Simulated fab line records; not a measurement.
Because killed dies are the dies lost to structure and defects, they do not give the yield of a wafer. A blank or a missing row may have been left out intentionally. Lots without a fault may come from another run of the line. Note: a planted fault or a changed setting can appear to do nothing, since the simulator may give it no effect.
Comparing a struck lot with a sound one / flow nand harc / 15 out of 1159 route steps
Sound: these wafers, L758.2, L758.3, L758.5. Wafers L772.3, L772.4, L772.6 were the ones struck. The cause comes at the end.
Order at every step that has rows: each side's tool, ch and its chambers, its first start. Under that, the readings that differ: sound wafers / struck wafers / difference of the means / sigmas: that difference in standard deviations of wafers without a fault.
alike: a reading whose means differ by less than 2 such deviations, as well as words and numbers matching on both sides. not compared: withheld readings; readings where some wafer has no value; bounds like >300 that might hide an equal value; numbers whose values overlap and for which the record gives no deviation.
A row with sigmas, a row that says differs or no value, or rows on one side alone: a step with any of these is where the two part. Non-overlapping numbers with no deviation appear without sigmas and do not part them. A reading that every wafer of one side lacks parts them only if that side has two wafers or more.

NHARC_P_GATE_ETCHBACK_37: etches the open film in CHF3/O2, target depth 34.5 nm, time 17.2 s.
  sound: rie diel-11 ch 0,1,2; struck: rie diel-09 ch 2,3
reading=drypump motor current A (A); sound=5.1 5.7 5.4; struck=6.2 6.3 6.3; difference=+0.9; sigmas=+2
  alike: oes product au, rf vpp V, showerhead plenum p Torr, throttle valve pct
  not compared: rf hours counter h
NHARC_P_GATE_STRIP_101: strips in O2, time 20 s.
  sound on rie diel-11 ch 0,1, day 6 05:30; struck on rie diel-09 ch 0,3, day 9 04:36
  alike: drypump motor current A, oes product au, rf vpp V, showerhead plenum p Torr, throttle valve pct
  not compared: rf hours counter h
then, 10 steps without rows for these wafers: NHARC_P_GATE_PRECLEAN_97 (cleans in SPM, time 600 s); NHARC_P_GATE_SRD_98; NHARC_P_GATE_PRECLEAN_99 (cleans in SC1); NHARC_P_GATE_SRD_100; NHARC_P_GATE_DEHYDRATE_38 (time 120 s); NHARC_P_GATE_HMDS_39 (time 30 s); NHARC_P_GATE_COAT_40; NHARC_P_GATE_SOFTBAKE_41 (time 95 s); NHARC_P_GATE_EBR_42; NHARC_P_GATE_EXPOSE_43 (exposes mask P NSD, target cd 720 nm).
NHARC_P_GATE_PEB_44: peb time 85 s.
  sound on litho track-05 ch 0, day 6 06:20; struck on litho track-05 ch 0, day 9 05:26
reading=heater power total W (W); sound=164.31 163.74 164.04; struck=161.34 161.20 161.48; difference=-2.69; sigmas=-10
reading=plate temp C (C); sound=118.12 118.03 118.06; struck=116.48 116.51 116.47; difference=-1.58; sigmas=-12
then, 1 step without rows for these wafers: NHARC_P_GATE_DEVELOP_45 (time 70 s).
NHARC_END_SORT_01:
  the record has rows for the sound wafers here (prober-01 ch 0, day 20 09:59) and none for the struck ones

== WHERE THEY PART ==
At NHARC_P_GATE_ETCHBACK_37 first; at NHARC_END_SORT_01 last (within this record only).

WHY: whatever the simulator had introduced
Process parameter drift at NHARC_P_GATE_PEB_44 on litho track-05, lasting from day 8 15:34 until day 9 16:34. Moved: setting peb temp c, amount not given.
